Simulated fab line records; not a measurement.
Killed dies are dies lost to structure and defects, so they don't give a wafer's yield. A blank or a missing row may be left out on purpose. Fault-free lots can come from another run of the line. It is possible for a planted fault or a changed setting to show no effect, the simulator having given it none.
Chamber matching || flow n5_finfet || rie_diel-01 running N5_BEOL_M5_ETCH_62: 4 sister chambers
The step etches SOC in N2/H2, target depth 75 nm, overetch 15 nm, time 112.5 s. 14 wafers are shown with their chamber, then 7 later ones without.

EACH WAFER AND ITS CHAMBER
{"wafer": "L074.1", "chamber": 2, "drypump_motor_current_A (A)": 5.4, "throttle_valve_pct (%)": 17.9, "showerhead_plenum_p_Torr (Torr)": 2.57}
{"wafer": "L074.4", "chamber": 3, "drypump_motor_current_A (A)": 6.3, "throttle_valve_pct (%)": 18.0, "showerhead_plenum_p_Torr (Torr)": 2.51}
{"wafer": "L074.6", "chamber": 1, "drypump_motor_current_A (A)": 5.5, "throttle_valve_pct (%)": 18.3, "showerhead_plenum_p_Torr (Torr)": 2.52}
{"wafer": "L077.4", "chamber": 0, "drypump_motor_current_A (A)": 5.9, "throttle_valve_pct (%)": 18.2, "showerhead_plenum_p_Torr (Torr)": 2.52}
{"wafer": "L077.5", "chamber": 0, "drypump_motor_current_A (A)": 5.9, "throttle_valve_pct (%)": 18.2, "showerhead_plenum_p_Torr (Torr)": 2.52}
{"wafer": "L077.6", "chamber": 3, "drypump_motor_current_A (A)": 6.3, "throttle_valve_pct (%)": 18.0, "showerhead_plenum_p_Torr (Torr)": 2.51}
{"wafer": "L081.3", "chamber": 3, "drypump_motor_current_A (A)": 6.3, "throttle_valve_pct (%)": 18.0, "showerhead_plenum_p_Torr (Torr)": 2.51}
{"wafer": "L081.5", "chamber": 2, "drypump_motor_current_A (A)": 5.4, "throttle_valve_pct (%)": 17.9, "showerhead_plenum_p_Torr (Torr)": 2.56}
{"wafer": "L081.6", "chamber": 3, "drypump_motor_current_A (A)": 6.2, "throttle_valve_pct (%)": 18.0, "showerhead_plenum_p_Torr (Torr)": 2.51}
{"wafer": "L082.1", "chamber": 0, "drypump_motor_current_A (A)": 5.9, "throttle_valve_pct (%)": 18.2, "showerhead_plenum_p_Torr (Torr)": 2.51}
{"wafer": "L082.3", "chamber": 3, "drypump_motor_current_A (A)": 6.3, "throttle_valve_pct (%)": 18.0, "showerhead_plenum_p_Torr (Torr)": 2.51}
{"wafer": "L082.4", "chamber": 1, "drypump_motor_current_A (A)": 5.5, "throttle_valve_pct (%)": 18.3, "showerhead_plenum_p_Torr (Torr)": 2.51}
{"wafer": "L086.1", "chamber": 2, "drypump_motor_current_A (A)": 5.4, "throttle_valve_pct (%)": 17.9, "showerhead_plenum_p_Torr (Torr)": 2.56}
{"wafer": "L086.2", "chamber": 1, "drypump_motor_current_A (A)": 5.5, "throttle_valve_pct (%)": 18.4, "showerhead_plenum_p_Torr (Torr)": 2.51}

SIGNATURES, as means of the wafers listed above
{"reading": "drypump_motor_current_A", "chamber 0": 5.900, "chamber 1": 5.500, "chamber 2": 5.400, "chamber 3": 6.280, "scatter within a chamber": 0.0283}
{"reading": "throttle_valve_pct", "chamber 0": 18.200, "chamber 1": 18.333, "chamber 2": 17.900, "chamber 3": 18.000, "scatter within a chamber": 0.0258}
{"reading": "showerhead_plenum_p_Torr", "chamber 0": 2.5167, "chamber 1": 2.5133, "chamber 2": 2.5633, "chamber 3": 2.5100, "scatter within a chamber": 0.00447}
Rule: a wafer lies at a distance from a chamber equal to the root of the sum of squares, over the readings, of (its reading less the chamber's mean, divided by the reading's scatter). If the next closest chamber is less than 2 further off than the closest, the wafer can't be placed; otherwise it belongs to the closest. How the scatter is found: for the shown wafers, subtract from each reading the mean of its chamber, square and add these, divide the total by (wafers less chambers), then take the root.

WAFERS WITH NO CHAMBER GIVEN
{"wafer": "L086.3", "drypump_motor_current_A (A)": 5.9, "throttle_valve_pct (%)": 18.2, "showerhead_plenum_p_Torr (Torr)": 2.51}
{"wafer": "L089.1", "drypump_motor_current_A (A)": 5.4, "throttle_valve_pct (%)": 17.9, "showerhead_plenum_p_Torr (Torr)": 2.56}
{"wafer": "L089.3", "drypump_motor_current_A (A)": 5.9, "throttle_valve_pct (%)": 18.3, "showerhead_plenum_p_Torr (Torr)": 2.51}
{"wafer": "L089.6", "drypump_motor_current_A (A)": 5.5, "throttle_valve_pct (%)": 18.4, "showerhead_plenum_p_Torr (Torr)": 2.50}
{"wafer": "L097.1", "drypump_motor_current_A (A)": 6.3, "throttle_valve_pct (%)": 17.6, "showerhead_plenum_p_Torr (Torr)": 2.50}
{"wafer": "L097.3", "drypump_motor_current_A (A)": 5.4, "throttle_valve_pct (%)": 17.9, "showerhead_plenum_p_Torr (Torr)": 2.55}
{"wafer": "L097.5", "drypump_motor_current_A (A)": 6.2, "throttle_valve_pct (%)": 17.6, "showerhead_plenum_p_Torr (Torr)": 2.50}

WHICH CHAMBER EACH WENT THROUGH
{"wafer": "L086.3", "from the rows above": 0, "in truth": 0}
{"wafer": "L089.1", "from the rows above": 2, "in truth": 2}
{"wafer": "L089.3", "from the rows above": 0, "in truth": 0}
{"wafer": "L089.6", "from the rows above": 1, "in truth": 1}
{"wafer": "L097.1", "from the rows above": 3, "in truth": 3}
{"wafer": "L097.3", "from the rows above": 2, "in truth": 2}
{"wafer": "L097.5", "from the rows above": 3, "in truth": 3}
7 of 7 placed correctly. Number that these rows cannot place: 0. Number placed wrongly: 0.
